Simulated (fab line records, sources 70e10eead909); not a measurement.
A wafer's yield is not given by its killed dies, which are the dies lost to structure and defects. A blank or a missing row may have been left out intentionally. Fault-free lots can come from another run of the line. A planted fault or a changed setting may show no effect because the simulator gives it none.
Shared-tool check	flow nand-harc	12 lots, 36 wafers sampled

WHAT PROMPTED THE OPENING
Flagged at NHARC_A_BLC_CD_MEAS_10: reading cd-nm, on 2 of 12 lots. Fault-free wafers read 100.2 nm, with a standard deviation of 0.6.
Rule: a lot is flagged in two cases, either no wafer of it has a number, or all its wafers with numbers fall more than 4 standard deviations from that mean. The other lots count as sound.

lot	measured	on	cd-nm (nm), wafer by wafer	flag
L703	day 24 05:26	cd-sem-02	99.7 100.0 100.1	
L706	day 25 13:55	cd-sem-02	100.4 101.0 100.8	
L705	day 25 14:40	cd-sem-01	99.5 99.5 100.4	
L704	day 25 21:45	cd-sem-01	100.4 101.1 100.3	
L707	day 26 00:04	cd-sem-02	100.6 100.1 100.3	
L708	day 27 18:37	cd-sem-03	100.5 100.2 99.7	
L710	day 27 21:19	cd-sem-02	99.1 99.5 99.9	
L711	day 28 00:41	cd-sem-03	100.7 100.8 100.3	
L713	day 28 12:04	cd-sem-03	101.3 101.2 101.6	
L717	day 31 04:28	cd-sem-02	100.5 100.3 100.9	
L719	day 31 07:40	cd-sem-01	95.2 94.0 93.7	FLAGGED
L718	day 31 11:13	cd-sem-03	94.2 94.8 94.2	FLAGGED
The numbers of the flagged lots are 94.3 nm on average: -5.9 nm against the usual, or -10 standard deviations.

TOOL THAT RAN EACH LOT
The record holds 3 process steps before the reading, out of a route of 1302 steps. In each cell: the tool, then ch and the chambers that the sampled wafers went through, then the start.
lot	flag	NHARC_A_CONTACT_ETCH_135	NHARC_A_CONTACT_ETCH_98	NHARC_A_BLC_PEB_08
L703		har-cap-etch-03 ch 0,1, day 24 00:07	rie-diel-06 ch 0,1, day 24 05:21 or earlier	litho-track-06 ch 0, day 24 05:21
L706		har-cap-etch-02 ch 0,1, day 25 08:55	rie-diel-06 ch 0,2,3, day 25 13:50 or earlier	litho-track-04 ch 0, day 25 13:50
L705		har-cap-etch-03 ch 0,1, day 25 09:50	rie-diel-06 ch 0,1,2, day 25 14:35 or earlier	litho-track-04 ch 0, day 25 14:35
L704		har-cap-etch-02 ch 0,1, day 25 16:54	rie-diel-05 ch 1,2, day 25 18:43	litho-track-06 ch 0, day 25 21:40
L707		har-cap-etch-03 ch 1, day 25 19:12	rie-diel-06 ch 0,2, day 25 23:58 or earlier	litho-track-04 ch 0, day 25 23:58
L708		har-cap-etch-01 ch 0,1, day 27 14:03	rie-diel-05 ch 0,1,2, day 27 18:32 or earlier	litho-track-06 ch 0, day 27 18:32
L710		har-cap-etch-03 ch 0,1, day 27 16:10	rie-diel-07 ch 0,2, day 27 21:14 or earlier	litho-track-04 ch 0, day 27 21:14
L711		har-cap-etch-01 ch 0,1, day 27 18:53	rie-diel-06 ch 0,1,3, day 28 00:37 or earlier	litho-track-06 ch 0, day 28 00:37
L713		har-cap-etch-02 ch 0,1, day 28 06:43	rie-diel-06 ch 1,2,3, day 28 11:59 or earlier	litho-track-06 ch 0, day 28 11:59
L717		har-cap-etch-02 ch 0,1, day 30 23:25	rie-diel-06 ch 0,1,2, day 31 04:23 or earlier	litho-track-06 ch 0, day 31 04:23
L719	FLAGGED	har-cap-etch-01 ch 0,1, day 31 02:50	rie-diel-06 ch 0,2,3, day 31 07:35 or earlier	litho-track-06 ch 0, day 31 07:35
L718	FLAGGED	har-cap-etch-03 ch 0,1, day 31 06:26	rie-diel-06 ch 0,2,3, day 31 11:08 or earlier	litho-track-06 ch 0, day 31 11:08
These steps, and what they do:
- NHARC_A_CONTACT_ETCH_135: etches the open film in C4F8/O2/Ar, time 311 s, target depth 1912 nm.
- NHARC_A_CONTACT_ETCH_98: etches the open film in C4F6/O2, target depth 20 nm, time 10 s.
- NHARC_A_BLC_PEB_08: peb time 65 s.
- NHARC_A_BLC_CD_MEAS_10: target cd 100 nm.

FLAGGED OVER TOTAL, TOOL BY TOOL (the gauges that took the reading come last)
step	tool	lots run	flagged	share of the flagged lots	sound lots run after its first flagged lot
NHARC_A_CONTACT_ETCH_135	har-cap-etch-01	3	1	some	0
NHARC_A_CONTACT_ETCH_135	har-cap-etch-02	4	0	none	-
NHARC_A_CONTACT_ETCH_135	har-cap-etch-03	5	1	some	0
NHARC_A_CONTACT_ETCH_98	rie-diel-05	2	0	none	-
NHARC_A_CONTACT_ETCH_98	rie-diel-06	9	2	all	0
NHARC_A_CONTACT_ETCH_98	rie-diel-07	1	0	none	-
NHARC_A_BLC_PEB_08	litho-track-04	4	0	none	-
NHARC_A_BLC_PEB_08	litho-track-06	8	2	all	0
NHARC_A_BLC_CD_MEAS_10	cd-sem-01	3	1	some	0
NHARC_A_BLC_CD_MEAS_10	cd-sem-02	5	0	none	-
NHARC_A_BLC_CD_MEAS_10	cd-sem-03	4	1	some	0
Because NHARC_A_CONTACT_ETCH_98 lacks a start for some lots, the hours and order of its lots are taken from NHARC_A_BLC_PEB_08.

WHAT THE TABLE PERMITS
Every flagged lot went through 2 rows of the table: rie-diel-06 at NHARC_A_CONTACT_ETCH_98 and litho-track-06 at NHARC_A_BLC_PEB_08.
- rie-diel-06 at NHARC_A_CONTACT_ETCH_98: 2 of its 9 lots flagged. Last sound lot L717 at day 31 04:23, first flagged lot L719 at day 31 07:35; a fault beginning in between fits.
- litho-track-06 at NHARC_A_BLC_PEB_08: 2 of its 8 lots flagged. Last sound lot L717 at day 31 04:23, first flagged lot L719 at day 31 07:35; a fault beginning in between fits. Its own readings lie more than 4 standard deviations out on every wafer of the flagged lots: heater-power-total-W, plate-temp-C.
These 2 tools cannot be told apart by counting lots, since each of them fits a fault that started at some hour. More lots, or a look at what each step does to the wafer, might.

WHAT WAS PUT IN BY THE SIMULATOR
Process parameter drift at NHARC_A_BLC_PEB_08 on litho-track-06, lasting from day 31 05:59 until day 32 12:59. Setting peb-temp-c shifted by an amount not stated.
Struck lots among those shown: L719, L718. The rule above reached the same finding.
